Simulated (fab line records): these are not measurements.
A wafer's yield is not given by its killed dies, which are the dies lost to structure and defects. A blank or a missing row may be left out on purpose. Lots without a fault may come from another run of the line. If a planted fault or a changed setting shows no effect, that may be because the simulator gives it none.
fab line records -- flow nand-harc
[record] lots = 6, wafers = 18, last-day = 33
route steps=1302 shown P_GATE@136
lots with no fault: from the same line, run without faults
start-h: hours from the record's opening day to when the first of the lot's shown wafers began -- wait-h: how many hours have passed since the lot's step before this one -- " same as the row above -- L1.1+2: a row that stands for several wafers -- - value missing, or start not given -- * or withheld: withheld -- < > ~ a bound
route shown NAME@n: a module of which the file shows steps, and the number in the route of the first -- usual: mean/standard deviation taken from wafers without a fault -- same: alike in all rows -- chamber/n: place in a boat -- sites: per-site readings -- _std_site: standard deviation of those values -- _edge_site: outer sites' mean less inner sites' -- radius-mm: how far each site lies from the wafer's centre -- mask NAME#n: copy n -- behind: the tool/chamber that last shaped the wafer -- hold: why the lot was held/for how many hours/how that ended -- device: the n, p or np transistor that did not switch -- end of line: the same wafers' tests at the end of the route -- a step given without rows: its recipe and nothing more -- killed: count of dies lost to structure and defects at first sort (not the wafer's yield) -- map: shows each die of a wafer: x if killed, . if not, _ if none is there
set.NAME: the setting the step ran with; set.NAME@STEP: the setting that earlier step ran with -- model.NAME: the simulator's own value behind a step, which no gauge read
lots at some steps of the route; a table a step, a row a wafer
services: a tool's chamber out of use, with start hour (start-h, from the record's first day; less than 0 if before it), hours out, and reason
[[steps]]
[step NHARC_P_GATE_SOFTBAKE_21]
[recipe] temp-c = 105, time-s = 55
[step NHARC_P_GATE_EBR_22]
[step NHARC_P_GATE_EXPOSE_23]
[recipe] na = 1.35, target-cd-nm = 120, dose-mj = 93.91, mask-id = P_GATE
[step NHARC_P_GATE_PEB_24]
[recipe] peb-temp-c = 100, peb-time-s = 65
[step NHARC_P_GATE_DEVELOP_25]
[recipe] develop-time-s = 35, dev-temp-c = 23
[step NHARC_P_GATE_CD_MEAS_26]
[recipe] target-cd-nm = 120, landing-energy-ev = 500
[usual] cd-nm = 119.9/0.45
lot.wafer,tool,chamber,start-h,wait-h,cd-nm
L192.2,cd-sem-02,0,128.32,-,120.6
L192.4,cd-sem-02,0,128.32,-,120.8
L192.6,cd-sem-02,0,128.32,-,120.2
L196.1,cd-sem-02,0,173.82,-,120.5
L196.3,cd-sem-02,0,173.82,-,120.7
L196.4,cd-sem-02,0,173.82,-,120.2
L201.1,cd-sem-03,0,221.21,-,119.7
L201.3,cd-sem-03,0,221.21,-,120.1
L201.5,cd-sem-03,0,221.21,-,119.5
L202.1,cd-sem-02,0,245.21,-,119.3
L202.4,cd-sem-02,0,245.21,-,120.1
L202.6,cd-sem-02,0,245.21,-,119.9
L209.3,cd-sem-03,0,295.88,-,120.4
L209.5,cd-sem-03,0,295.88,-,119.9
L209.6,cd-sem-03,0,295.88,-,119.7
L210.2,cd-sem-02,0,304.32,-,119.9
L210.4,cd-sem-02,0,304.32,-,119.6
L210.6,cd-sem-02,0,304.32,-,120.2
[step NHARC_P_GATE_OVL_MEAS_27]
[usual] overlay-x-nm = 0.0/0.57, overlay-y-nm = 0.3/0.8
lot.wafer,tool,chamber,start-h,wait-h,overlay-x-nm,overlay-y-nm
L192.2,overlay-01,-,128.41,-,0.3,1.0
L192.4,overlay-01,-,128.41,-,0.1,1.3
L192.6,overlay-01,-,128.41,-,0.7,0.7
L196.1,overlay-01,-,173.91,-,0.2,1.2
L196.3,overlay-01,-,173.91,-,0.4,1.0
L196.4,overlay-01,-,173.91,-,0.7,0.6
L201.1,overlay-01,-,221.30,-,-0.4,-1.1
L201.3,overlay-01,-,221.30,-,0.0,-0.2
L201.5,overlay-01,-,221.30,-,0.1,-0.7
L202.1,overlay-02,-,245.30,-,0.3,-0.6
L202.4,overlay-02,-,245.30,-,0.6,0.2
L202.6,overlay-02,-,245.30,-,0.8,0.0
L209.3,overlay-02,-,295.96,-,0.5,-1.1
L209.5,overlay-02,-,295.96,-,0.4,-0.8
L209.6,overlay-02,-,295.96,-,0.2,-0.3
L210.2,overlay-01,-,304.41,-,0.5,-0.6
L210.4,overlay-01,-,304.41,-,0.5,-0.7
L210.6,overlay-01,-,304.41,-,0.4,0.0
[step NHARC_P_GATE_INSPECT_28]
[usual] raw-defect-count = 6.0/2.6
lot.wafer,tool,chamber,start-h,wait-h,raw-defect-count
L192.2,defect-inspect-01,-,128.45,0.0,10
L192.4,defect-inspect-01,-,128.45,0.0,7
L192.6,defect-inspect-01,-,128.45,0.0,8
L196.1,defect-inspect-02,-,173.95,0.0,9
L196.3,defect-inspect-02,-,173.95,0.0,8
L196.4,defect-inspect-02,-,173.95,0.0,5
L201.1,defect-inspect-01,-,221.34,0.0,6
L201.3,defect-inspect-01,-,221.34,0.0,2
L201.5,defect-inspect-01,-,221.34,0.0,6
L202.1,defect-inspect-01,-,245.33,0.0,3
L202.4,defect-inspect-01,-,245.33,0.0,8
L202.6,defect-inspect-01,-,245.33,0.0,8
L209.3,defect-inspect-02,-,296.00,0.0,6
L209.5,defect-inspect-02,-,296.00,0.0,5
L209.6,defect-inspect-02,-,296.00,0.0,3
L210.2,defect-inspect-02,-,304.44,0.0,3
L210.4,defect-inspect-02,-,304.44,0.0,6
L210.6,defect-inspect-02,-,304.44,0.0,9
[step NHARC_P_GATE_DESCUM_31]
[recipe] time-s = 3, o2-flow-sccm = 200, ar-flow-sccm = 0, bias-power-w = 0, chemistry = O2
[usual] drypump-motor-current-A = 5.6/0.34, oes-product-au = 0.998/0.0077, rf-vpp-V = 57.8/0.87, showerhead-plenum-p-Torr = 1.93/0.079, throttle-valve-pct = 11.310/0.01
lot.wafer,tool,chamber,start-h,wait-h,drypump-motor-current-A,oes-product-au,rf-hours-counter-h,rf-vpp-V,showerhead-plenum-p-Torr,throttle-valve-pct
L192.4,rie-diel-11,0,128.51,0.1,5.9,1.007,2.8,58.4,1.93,11.294
L192.2,rie-diel-11,3,128.51,0.1,5.4,0.990,3.2,56.4,1.85,11.310
L192.6,rie-diel-11,1,128.51,0.1,6.0,0.998,-,57.3,1.91,11.307
L196.1,rie-diel-01,1,174.01,0.1,5.4,0.994,8.2,59.4,2.02,11.305
L196.4,rie-diel-01,2,174.01,0.1,5.7,0.994,9.7,57.9,1.89,11.295
L196.3,rie-diel-01,0,174.01,0.1,4.9,0.995,7.7,58.6,2.04,11.319
L201.1,rie-diel-11,3,221.41,0.1,5.4,0.984,4.9,58.1,1.85,11.322
L201.3,rie-diel-11,0,221.41,0.1,5.9,0.998,6.2,57.4,1.93,11.323
L201.5,rie-diel-11,3,221.41,0.1,5.4,0.994,-,56.8,1.85,11.314
L202.4,rie-diel-11,1,245.40,0.1,6.0,1.004,6.7,58.4,1.90,11.307
L202.1,rie-diel-11,2,245.40,0.1,5.9,0.991,7.3,56.7,1.83,11.304
L202.6,rie-diel-11,1,245.40,0.1,6.0,1.006,-,57.9,1.90,11.311
L209.3,rie-diel-03,1,296.08,0.1,6.0,1.003,0.2,57.8,1.84,11.328
L209.5,rie-diel-03,2,296.08,0.1,5.3,1.001,-,55.9,1.79,11.320
L209.6,rie-diel-03,3,296.08,0.1,5.1,1.007,-,57.5,1.93,11.300
L210.4,rie-diel-01,2,304.50,0.1,5.7,0.993,5.7,57.0,1.89,11.302
L210.2,rie-diel-01,3,304.50,0.1,5.7,0.999,5.9,58.1,2.02,11.313
L210.6,rie-diel-01,3,304.50,0.1,5.7,1.004,-,58.0,2.02,11.331
[step NHARC_P_GATE_ETCH_104]
[recipe] target-depth-a = 600, time-s = withheld, cf4-flow-sccm = 100, chf3-flow-sccm = 30, ar-flow-sccm = 0, rf-w = 500, bias-w = 200, chemistry = CF4/CHF3
[usual] bias-w = 200.0/0.57, drypump-motor-current-A = 5.5/0.33, oes-product-au = 0.949/0.024, rf-vpp-V = 370.9/2.1, showerhead-plenum-p-Torr = 1.58/0.062, throttle-valve-pct = 16.803/0.009
lot.wafer,tool,chamber,start-h,wait-h,bias-w,drypump-motor-current-A,oes-product-au,rf-vpp-V,showerhead-plenum-p-Torr,throttle-valve-pct
L192.2,rie-diel-11,3,128.60,0.1,200.0,5.4,0.984,368.3,1.52,16.807
L192.4,rie-diel-11,0,128.60,0.1,200.5,5.9,0.967,369.0,1.59,16.800
L192.6,rie-diel-11,1,128.60,0.1,200.6,5.9,0.962,371.3,1.57,16.817
L196.3,rie-diel-01,1,174.10,0.1,199.6,5.4,0.922,373.0,1.66,16.809
L196.4,rie-diel-01,3,174.10,0.1,199.4,5.7,0.931,372.9,1.66,16.802
L196.1,rie-diel-01,0,174.10,0.1,199.7,4.9,0.929,374.4,1.67,16.794
L201.1,rie-diel-11,0,221.49,0.1,200.9,5.9,0.982,370.2,1.58,16.814
L201.3,rie-diel-11,1,221.49,0.1,200.5,5.9,0.972,371.6,1.57,16.814
L201.5,rie-diel-11,3,221.49,0.1,200.5,5.4,0.965,369.0,1.52,16.800
L202.4,rie-diel-11,2,245.48,0.1,198.7,5.9,0.926,368.8,1.51,16.791
L202.1,rie-diel-11,3,245.48,0.1,199.0,5.4,0.916,369.5,1.52,16.812
L202.6,rie-diel-11,3,245.48,0.1,199.6,5.4,0.925,368.3,1.52,16.807
L209.3,rie-diel-03,3,296.14,0.1,199.3,5.1,0.969,370.7,1.59,16.808
L209.5,rie-diel-03,3,296.14,0.1,199.1,5.1,0.967,371.5,1.59,16.809
L209.6,rie-diel-03,0,296.14,0.1,201.3,5.3,0.982,369.7,1.54,16.799
L210.2,rie-diel-01,1,304.59,0.1,200.0,5.4,0.976,373.0,1.66,16.793
L210.4,rie-diel-01,2,304.59,0.1,200.1,5.6,0.951,369.1,1.55,16.814
L210.6,rie-diel-01,1,304.59,0.1,200.2,5.4,0.982,373.3,1.66,16.812
[step NHARC_P_GATE_HM_OPEN_105]
[recipe] target-depth-a = 3600, o2-flow-sccm = 400, cos-flow-sccm = 20, ar-flow-sccm = 0, rf-w = 500, bias-w = 300, chemistry = O2/COS
[usual] bias-w = 299.9/0.93, drypump-motor-current-A = 5.5/0.33, oes-product-au = 0.996/0.0082, rf-vpp-V = 467.5/2.7, showerhead-plenum-p-Torr = 3.14/0.12, throttle-valve-pct = 28.330/0.0094
lot.wafer,tool,chamber,start-h,wait-h,bias-w,drypump-motor-current-A,oes-product-au,rf-hours-counter-h,rf-vpp-V,showerhead-plenum-p-Torr,throttle-valve-pct
L192.4,rie-diel-11,3,-,-,299.4,5.4,0.992,3.3,465.4,3.02,28.345
L192.2,rie-diel-11,0,-,-,298.7,5.9,1.012,2.9,467.2,3.15,28.341
L192.6,rie-diel-11,2,-,-,298.7,5.9,0.983,-,465.6,3.00,28.321
L196.1,rie-diel-01,2,-,-,299.9,5.6,0.994,9.8,466.4,3.08,28.330
L196.4,rie-diel-01,3,-,-,301.7,5.8,0.995,9.7,471.1,3.30,28.325
L196.3,rie-diel-01,0,-,-,300.6,4.9,0.987,7.7,470.5,3.31,28.324
L201.1,rie-diel-11,0,-,-,300.9,5.9,1.009,6.2,466.8,3.14,28.330
L201.3,rie-diel-11,1,-,-,298.3,5.9,0.982,6.0,468.3,3.11,28.314
L201.5,rie-diel-11,2,-,-,298.9,5.9,0.988,-,464.1,3.00,28.345
L202.1,rie-diel-11,2,-,-,298.8,5.9,0.983,7.4,464.7,3.00,28.328
L202.4,rie-diel-11,3,-,-,300.0,5.4,0.991,6.1,465.2,3.02,28.343
L202.6,rie-diel-11,2,-,-,298.1,5.9,0.999,-,466.3,3.00,28.325
L209.3,rie-diel-03,3,-,-,300.0,5.1,1.007,0.2,467.8,3.15,28.343
L209.6,rie-diel-03,0,-,-,298.8,5.3,1.011,-,465.3,3.05,28.346
L209.5,rie-diel-03,1,-,-,299.9,6.0,1.000,-,464.7,3.01,28.319
L210.2,rie-diel-01,3,-,-,299.9,5.8,1.003,5.9,471.3,3.29,28.354
L210.4,rie-diel-01,2,-,-,299.8,5.7,1.002,5.8,465.8,3.08,28.330
L210.6,rie-diel-01,3,-,-,299.4,5.8,1.002,-,471.9,3.29,28.345
[step NHARC_P_GATE_STRIP_106]
[recipe] o2-flow-sccm = 400, cos-flow-sccm = 20, ar-flow-sccm = 0, bias-w = 0, chemistry = O2/COS
[step NHARC_P_GATE_ETCH_114]
[recipe] target-depth-a = 300, overetch-a = 30, time-s = 16.5, ion-energy-ev = 100, cf4-flow-sccm = 80, o2-flow-sccm = 20, ar-flow-sccm = 0, rf-w = 300, bias-w = 100, chemistry = CF4/O2
[usual] bias-w = 100.0/0.31, drypump-motor-current-A = 5.5/0.35, oes_f_703_au = 1.000/0.0046, oes_o_777_au = 1.000/0.0043, oes-product-au = 0.997/0.0074, rf-vpp-V = 198.0/1.5, showerhead-plenum-p-Torr = 1.34/0.055, throttle-valve-pct = 13.396/0.0088
lot.wafer,tool,chamber,start-h,wait-h,bias-w,drypump-motor-current-A,oes_f_703_au,oes_o_777_au,oes-product-au,rf-hours-counter-h,rf-vpp-V,showerhead-plenum-p-Torr,throttle-valve-pct
L192.2,rie-diel-11,0,128,-,99.9,5.9,0.995,0.995,1.004,2.9,199.7,1.35,13.410
L192.4,rie-diel-11,1,128,-,99.9,6.0,1.005,1.003,0.985,2.8,199.1,1.33,13.389
L192.6,rie-diel-11,1,128,-,99.8,5.9,1.010,1.006,0.995,-,197.1,1.33,13.395
L196.4,rie-diel-01,1,174,-,99.6,5.4,0.996,0.995,1.003,8.2,198.6,1.41,13.419
L196.1,rie-diel-01,3,174,-,100.1,5.7,0.995,1.002,0.994,9.8,198.4,1.41,13.387
L196.3,rie-diel-01,0,174,-,100.0,4.9,0.991,0.995,0.986,7.8,199.0,1.42,13.385
L201.3,rie-diel-11,0,221,-,99.9,5.9,0.991,1.004,0.918,6.2,199.0,1.34,13.385
L201.1,rie-diel-11,2,221,-,100.3,5.9,1.000,1.001,0.998,6.7,196.5,1.28,13.400
L201.5,rie-diel-11,0,221,-,100.2,5.9,1.009,1.005,0.918,-,200.3,1.34,13.396
L202.1,rie-diel-11,0,245,-,100.2,5.9,0.998,0.999,0.921,7.4,198.0,1.34,13.397
L202.4,rie-diel-11,1,245,-,99.6,6.0,0.994,0.991,0.990,6.8,196.9,1.33,13.393
L202.6,rie-diel-11,0,245,-,99.7,5.9,1.000,1.004,0.923,-,199.6,1.34,13.393
L209.3,rie-diel-03,1,296,-,99.8,6.0,1.007,0.996,1.003,0.2,195.9,1.28,13.391
L209.6,rie-diel-03,2,296,-,99.6,5.3,0.997,0.990,0.985,-,196.5,1.25,13.401
L209.5,rie-diel-03,3,296,-,100.2,5.1,0.999,0.998,1.006,-,198.8,1.35,13.395
L210.4,rie-diel-01,2,304,-,100.1,5.6,0.999,0.995,0.988,5.8,198.3,1.32,13.405
L210.2,rie-diel-01,3,304,-,100.2,5.8,1.000,1.007,0.994,5.9,200.6,1.41,13.402
L210.6,rie-diel-01,1,304,-,99.8,5.4,0.996,0.998,0.997,-,199.0,1.41,13.411
[step NHARC_P_GATE_ETCH_32]
[recipe] target-depth-a = 1500, over-etch-frac = 1, over-etch-ion-energy-ev = 40, time-s = 100.1, hbr-flow-sccm = 150, cl2-flow-sccm = 50, rf-w = 400, icp-w = 400, bias-w = 100, chemistry = HBr/Cl2
[usual] bias-w = 100.00/0.28, drypump-motor-current-A = 5.7/0.46, oes-product-au = 0.999/0.0069, throttle-valve-pct = 26.406/0.0096
lot.wafer,tool,chamber,start-h,wait-h,bias-w,drypump-motor-current-A,oes-product-au,rf-hours-counter-h,throttle-valve-pct
L192.2,rie-si-06,3,128.97,-,99.87,5.9,0.998,0.27,26.415
L192.4,rie-si-06,2,128.97,-,100.03,6.1,0.994,0.28,26.411
L192.6,rie-si-06,0,128.97,-,100.27,5.0,0.993,-,26.399
L196.3,rie-si-06,1,174.47,-,100.01,6.1,0.994,0.66,26.404
L196.1,rie-si-06,2,174.47,-,100.29,6.1,1.002,0.59,26.415
L196.4,rie-si-06,1,174.47,-,99.85,6.2,0.998,-,26.395
L201.1,rie-si-05,3,221.86,-,99.74,5.4,0.992,0.48,26.389
L201.3,rie-si-05,0,221.86,-,100.22,5.0,0.994,0.52,26.401
L201.5,rie-si-05,3,221.86,-,100.25,5.4,0.991,-,26.399
L202.4,rie-si-05,2,245.87,-,99.81,6.1,0.991,0.55,26.431
L202.1,rie-si-05,3,245.87,-,100.36,5.4,0.993,0.64,26.423
L202.6,rie-si-05,1,245.87,-,99.84,5.0,0.986,-,26.402
L209.3,rie-si-06,0,296.52,-,100.42,5.0,0.999,0.21,26.417
L209.6,rie-si-06,0,296.52,-,99.87,4.9,1.004,-,26.406
L209.5,rie-si-06,1,296.52,-,99.63,6.1,0.987,-,26.401
L210.4,rie-si-01,0,304.97,-,99.84,5.6,0.999,0.61,26.410
L210.2,rie-si-01,1,304.97,-,99.96,6.2,1.003,0.56,26.419
L210.6,rie-si-01,0,304.97,-,100.00,5.6,1.008,-,26.412
[[services]]
tool,chamber,start-h,hours,kind
rie-diel-11,0,112.03,-,clean
rie-diel-11,1,112.03,-,clean
rie-diel-11,2,112.03,-,clean
rie-diel-11,3,112.03,-,clean
rie-diel-03,1,112.13,6.7,repair
rie-si-05,-,128.05,9.0,pm
rie-diel-11,0,136.53,-,clean
rie-diel-11,1,136.53,-,clean
rie-diel-03,2,140.20,8.8,repair
rie-diel-03,0,140.22,7.3,repair
rie-si-06,0,174.39,6.8,repair
rie-diel-11,1,179.52,4.2,repair
rie-diel-11,3,189.08,8.6,repair
rie-si-01,-,193.00,9.0,pm
rie-diel-01,-,196.79,0.6,repair
rie-diel-11,3,202.24,6.2,repair
rie-diel-01,-,203.83,9.0,pm
rie-si-06,1,236.49,3.0,repair
rie-si-06,0,241.95,3.2,repair
rie-si-06,-,249.00,9.0,pm
rie-diel-11,-,255.53,9.0,pm
rie-diel-01,3,260.05,2.4,repair
rie-diel-01,0,271.69,7.7,repair
rie-diel-03,-,281.30,9.0,pm
[[key]]
[first-sign] step = NHARC_P_GATE_ETCH_114, reading = oes-product-au, direction = down, sigmas = 10, usual = 0.997, struck = 0.920
effect none on later readings
met-at NHARC_P_GATE_ETCH_114
struck-wafers L201.3,L201.5,L202.1,L202.6
later-rows-left-out L201.3,L201.5,L202.1,L202.6
sort-left-out L201.3,L201.5,L202.1,L202.6
tester-left-out L201,L202
onset-between 128 221
[fault] kind = process-parameter-drift, tool = rie-diel-11, chamber = 0, onset-h = 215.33, steps = NHARC_P_GATE_ETCH_114, channel = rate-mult, offset = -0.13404, shape = step, end-h = 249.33
// tester-left-out: of these lots the tester's yield and bins aren't shown, on N5 and GAA mostly nor the transistor test; their killed dies are dies lost to structure and defects alone, not to doping, threshold or leakage, so they don't give the yield
// sort-left-out: the simulated sort isn't trusted on such a fault, so these wafers' sort isn't shown, and their yield isn't known
// later-rows-left-out: the simulator's readings of these wafers behind a module that went badly wrong aren't trusted and aren't shown, but for the sort
